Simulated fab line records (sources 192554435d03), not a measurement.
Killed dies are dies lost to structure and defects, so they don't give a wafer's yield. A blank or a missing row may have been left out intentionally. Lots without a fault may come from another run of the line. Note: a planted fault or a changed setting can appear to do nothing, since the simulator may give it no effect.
Chamber matching || flow n5-finfet || 4 sister chambers for N5_BEOL_M2_ETCH_69 on rie-diel-01
The step etches SiARC in CF4, target depth 15.6 nm, time 26 s. 20 wafers are shown with their chamber, then 10 later ones without.

== WAFERS, EACH WITH ITS CHAMBER ==
{"wafer": "L074.1", "chamber": 0, "drypump-motor-current-A (A)": 6.5, "oes-product-au (a.u.)": 0.76, "throttle-valve-pct (%)": 15.17}
{"wafer": "L074.2", "chamber": 3, "drypump-motor-current-A (A)": 4.8, "oes-product-au (a.u.)": 0.63, "throttle-valve-pct (%)": 15.80}
{"wafer": "L074.5", "chamber": 3, "drypump-motor-current-A (A)": 4.8, "oes-product-au (a.u.)": 0.63, "throttle-valve-pct (%)": 15.81}
{"wafer": "L076.3", "chamber": 3, "drypump-motor-current-A (A)": 4.8, "oes-product-au (a.u.)": 0.63, "throttle-valve-pct (%)": 15.82}
{"wafer": "L076.4", "chamber": 1, "drypump-motor-current-A (A)": 5.7, "oes-product-au (a.u.)": 0.60, "throttle-valve-pct (%)": 15.77}
{"wafer": "L076.6", "chamber": 3, "drypump-motor-current-A (A)": 4.8, "oes-product-au (a.u.)": 0.63, "throttle-valve-pct (%)": 15.82}
{"wafer": "L077.4", "chamber": 2, "drypump-motor-current-A (A)": 5.7, "oes-product-au (a.u.)": 0.84, "throttle-valve-pct (%)": 15.58}
{"wafer": "L077.5", "chamber": 0, "drypump-motor-current-A (A)": 6.5, "oes-product-au (a.u.)": 0.75, "throttle-valve-pct (%)": 15.20}
{"wafer": "L077.6", "chamber": 1, "drypump-motor-current-A (A)": 5.7, "oes-product-au (a.u.)": 0.60, "throttle-valve-pct (%)": 15.77}
{"wafer": "L079.2", "chamber": 2, "drypump-motor-current-A (A)": 5.7, "oes-product-au (a.u.)": 0.85, "throttle-valve-pct (%)": 15.59}
{"wafer": "L079.4", "chamber": 1, "drypump-motor-current-A (A)": 5.7, "oes-product-au (a.u.)": 0.59, "throttle-valve-pct (%)": 15.77}
{"wafer": "L079.6", "chamber": 0, "drypump-motor-current-A (A)": 6.5, "oes-product-au (a.u.)": 0.74, "throttle-valve-pct (%)": 15.21}
{"wafer": "L081.3", "chamber": 1, "drypump-motor-current-A (A)": 5.7, "oes-product-au (a.u.)": 0.59, "throttle-valve-pct (%)": 15.80}
{"wafer": "L081.5", "chamber": 0, "drypump-motor-current-A (A)": 6.6, "oes-product-au (a.u.)": 0.74, "throttle-valve-pct (%)": 15.21}
{"wafer": "L081.6", "chamber": 3, "drypump-motor-current-A (A)": 4.8, "oes-product-au (a.u.)": 0.63, "throttle-valve-pct (%)": 15.85}
{"wafer": "L084.1", "chamber": 3, "drypump-motor-current-A (A)": 4.8, "oes-product-au (a.u.)": 0.62, "throttle-valve-pct (%)": 15.86}
{"wafer": "L084.3", "chamber": 0, "drypump-motor-current-A (A)": 6.5, "oes-product-au (a.u.)": 0.74, "throttle-valve-pct (%)": 15.22}
{"wafer": "L084.6", "chamber": 0, "drypump-motor-current-A (A)": 6.5, "oes-product-au (a.u.)": 0.73, "throttle-valve-pct (%)": 15.20}
{"wafer": "L085.1", "chamber": 3, "drypump-motor-current-A (A)": 4.8, "oes-product-au (a.u.)": 0.62, "throttle-valve-pct (%)": 15.87}
{"wafer": "L085.2", "chamber": 1, "drypump-motor-current-A (A)": 5.7, "oes-product-au (a.u.)": 0.59, "throttle-valve-pct (%)": 15.81}

SIGNATURES (means of the wafers above)
{"reading": "drypump-motor-current-A", "chamber 0": 6.517, "chamber 1": 5.700, "chamber 2": 5.700, "chamber 3": 4.800, "scatter within a chamber": 0.0228}
{"reading": "oes-product-au", "chamber 0": 0.7433, "chamber 1": 0.5940, "chamber 2": 0.8450, "chamber 3": 0.6271, "scatter within a chamber": 0.00727}
{"reading": "throttle-valve-pct", "chamber 0": 15.2017, "chamber 1": 15.7840, "chamber 2": 15.5850, "chamber 3": 15.8329, "scatter within a chamber": 0.0215}
Rule: distance of a wafer from a chamber = root of the sum over the readings of ((wafer's reading minus chamber's mean) / reading's scatter) squared. If the next closest chamber is less than 2 further off than the closest, the wafer can't be placed; otherwise it belongs to the closest. The scatter is the square root of a quotient: the sum, over the shown wafers, of each reading's squared deviation from its chamber's mean, divided by wafers minus chambers.

== WAFERS MISSING THEIR CHAMBER ==
{"wafer": "L085.3", "drypump-motor-current-A (A)": 5.7, "oes-product-au (a.u.)": 0.80, "throttle-valve-pct (%)": 15.61}
{"wafer": "L085.4", "drypump-motor-current-A (A)": 5.7, "oes-product-au (a.u.)": 0.59, "throttle-valve-pct (%)": 15.81}
{"wafer": "L085.5", "drypump-motor-current-A (A)": 4.8, "oes-product-au (a.u.)": 0.62, "throttle-valve-pct (%)": 15.87}
{"wafer": "L085.6", "drypump-motor-current-A (A)": 5.7, "oes-product-au (a.u.)": 0.80, "throttle-valve-pct (%)": 15.62}
{"wafer": "L088.2", "drypump-motor-current-A (A)": 6.5, "oes-product-au (a.u.)": 0.71, "throttle-valve-pct (%)": 15.23}
{"wafer": "L088.4", "drypump-motor-current-A (A)": 5.7, "oes-product-au (a.u.)": 0.78, "throttle-valve-pct (%)": 15.63}
{"wafer": "L088.6", "drypump-motor-current-A (A)": 6.5, "oes-product-au (a.u.)": 0.72, "throttle-valve-pct (%)": 15.21}
{"wafer": "L094.1", "drypump-motor-current-A (A)": 5.7, "oes-product-au (a.u.)": 0.76, "throttle-valve-pct (%)": 15.66}
{"wafer": "L094.5", "drypump-motor-current-A (A)": 5.7, "oes-product-au (a.u.)": 0.86, "throttle-valve-pct (%)": 15.33}
{"wafer": "L094.6", "drypump-motor-current-A (A)": 6.5, "oes-product-au (a.u.)": 0.71, "throttle-valve-pct (%)": 15.27}

== CHAMBER TAKEN BY EACH ==
{"wafer": "L085.3", "from the rows above": 2, "in truth": 2}
{"wafer": "L085.4", "from the rows above": 1, "in truth": 1}
{"wafer": "L085.5", "from the rows above": 3, "in truth": 3}
{"wafer": "L085.6", "from the rows above": 2, "in truth": 2}
{"wafer": "L088.2", "from the rows above": 0, "in truth": 0}
{"wafer": "L088.4", "from the rows above": 2, "in truth": 2}
{"wafer": "L088.6", "from the rows above": 0, "in truth": 0}
{"wafer": "L094.1", "from the rows above": 2, "in truth": 2}
{"wafer": "L094.5", "from the rows above": 2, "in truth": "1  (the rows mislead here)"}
{"wafer": "L094.6", "from the rows above": 0, "in truth": 0}
Correctly placed: 9 of 10. Number that these rows cannot place: 0. Number placed wrongly: 1.
